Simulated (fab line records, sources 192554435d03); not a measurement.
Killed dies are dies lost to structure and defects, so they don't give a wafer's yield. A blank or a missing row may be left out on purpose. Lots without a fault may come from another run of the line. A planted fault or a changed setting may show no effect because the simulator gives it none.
Split-lot experiment | flow n5_finfet | 7 lots, 21 wafers read, on a route of 1938 steps

THE SPLIT
At N5_GATE_CUT_COAT_34 (time 60 s, resist thk 60 nm), the setting spin_rpm was moved away from the recipe's 1500 rpm on 8 of the 21 wafers read, by -9.9% to +4.3%. The other wafers ran this setting at the recipe's value.

FROM THE SPLIT TO THE READING: what the file shows between them, 9 steps
- N5_GATE_CUT_COAT_27: time 60 s, resist thk 10 nm (also split here: spin_rpm)
- N5_GATE_CUT_COAT_07: resist thk 30 nm
- N5_GATE_CUT_EBR_09
- N5_GATE_CUT_DESCUM_18: chemistry O2, time 7 s
- N5_GATE_CUT_ETCH_28: etches underlayer in N2/H2, target depth 13 nm, time 10.4 s
- N5_GATE_CUT_ETCH_36: etches SiARC in CF4, target depth 13 nm, time 21.7 s
- N5_GATE_CUT_ETCH_37: etches SOC in N2/H2, target depth 60 nm, overetch 12 nm, time 90 s
- N5_GATE_CUT_STRIP_38: strips in N2/H2
- N5_GATE_CUT_STRIP_39: strips in N2/H2

THE READING
SOC_of_GATE_CUT_COAT_34.thk_nm (the simulator's own value, which no gauge read), in nm, at N5_GATE_CUT_HM_OPEN_40 (chemistry C4F6/O2, target SiO2, target depth 139 nm, time 85.1 s). The file gives no usual value for it. The 13 wafers here that ran the recipe average 32.9 nm, standard deviation 0.37 nm.

wafer  | tool, chamber at the split | spin_rpm as run, rpm | against the recipe | SOC_of_GATE_CUT_COAT_34.thk_nm, nm | against lot-mates on the recipe
L076.2 | litho_track-05, 0          | 1553                 | +3.5%              | 32.2                               | -0.6
L076.3 | litho_track-05, 0          | 1500                 | recipe             | 32.8                               | -
L076.4 | litho_track-05, 0          | 1553                 | +3.5%              | 31.8                               | -1.0
L080.1 | litho_track-05, 0          | 1500                 | recipe             | 33.6                               | -
L080.4 | litho_track-05, 0          | 1500                 | recipe             | 33                                 | -
L080.6 | litho_track-05, 0          | 1500                 | recipe             | 33                                 | -
L081.2 | litho_track-01, 0          | 1351                 | -9.9%              | 36                                 | +3.6
L081.4 | litho_track-01, 0          | 1351                 | -9.9%              | 36                                 | +3.6
L081.5 | litho_track-01, 0          | 1500                 | recipe             | 32.4                               | -
L082.1 | litho_track-03, 0          | 1564                 | +4.3%              | 32.2                               | -1.2
L082.2 | litho_track-03, 0          | 1500                 | recipe             | 33.4                               | -
L082.6 | litho_track-03, 0          | 1564                 | +4.3%              | 31.4                               | -2.0
L088.2 | litho_track-03, 0          | 1500                 | recipe             | 32.6                               | -
L088.5 | litho_track-03, 0          | 1500                 | recipe             | 32.6                               | -
L088.6 | litho_track-03, 0          | 1500                 | recipe             | 32.4                               | -
L095.2 | litho_track-05, 0          | 1500                 | recipe             | 32.4                               | -
L095.3 | litho_track-05, 0          | 1500                 | recipe             | 33                                 | -
L095.4 | litho_track-05, 0          | 1500                 | recipe             | 32.8                               | -
L097.2 | litho_track-01, 0          | 1449                 | -3.4%              | 34.4                               | +1.2
L097.4 | litho_track-01, 0          | 1449                 | -3.4%              | 33.4                               | +0.2
L097.5 | litho_track-01, 0          | 1500                 | recipe             | 33.2                               | -

THE FIT
A straight line over all 21 wafers: SOC_of_GATE_CUT_COAT_34.thk_nm changes by -0.298 nm for each +1% of spin_rpm; r = -0.95; the points scatter about the line by 0.39 nm.
The same after taking each lot's own level away (the mean of its wafers on the recipe; 21 wafers): -0.339 nm for each +1%; r = -0.97; scatter 0.34 nm.
On that fit, the largest move of spin_rpm shifts the reading by 3.4 nm.
The lots' own levels span 32.40 to 33.40 nm, that is 2.7 times the standard deviation above.
So the lot-to-lot level changes the slope: the two fits differ.
Check: with one of the wafers moved furthest among these (-9.9%) left out of the fit, the line predicts +3.24 nm for it against its lot-mates. It came out at +3.6 nm against them.

OTHER SPLITS ON THESE WAFERS
These wafers also went through other splits before the reading. Each is held against what the fit with the lots' levels taken away leaves over:
other split on the same wafers | wafers away from the commonest value | r with SOC_of_GATE_CUT_COAT_34.thk_nm (lot level and that fit taken away)
N5_HKMG_FIN_ETCH_58 source_w   | 10                                   | +0.13
N5_GATE_CUT_COAT_27 spin_rpm   | 7                                    | -0.11

THE WHOLE CHAIN: every reading that the file lists as answering this split, in the file's order
step                   | what it does                                                       | reading                                                                         | change (the file's fit)               | r (the file's)
N5_GATE_CUT_COAT_34    | time 60 s, resist thk 60 nm                                        | SOC_of_GATE_CUT_COAT_34.thk_nm (the simulator's own value, which no gauge read) | -0.319 nm for each +1% of the setting | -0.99
N5_GATE_CUT_ETCH_37    | etches SOC in N2/H2, target depth 60 nm, overetch 12 nm, time 90 s | etch.depth_nm (the simulator's own value, which no gauge read)                  | -0.326 nm for each +1% of the setting | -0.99
N5_GATE_CUT_HM_OPEN_40 | chemistry C4F6/O2, target SiO2, target depth 139 nm, time 85.1 s   | SOC_of_GATE_CUT_COAT_34.thk_nm (the simulator's own value, which no gauge read) | -0.339 nm for each +1% of the setting | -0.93

THE FILE'S OWN FIT
SOC_of_GATE_CUT_COAT_34.thk_nm changes by -0.339 nm for each +1% of spin_rpm, r = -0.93.
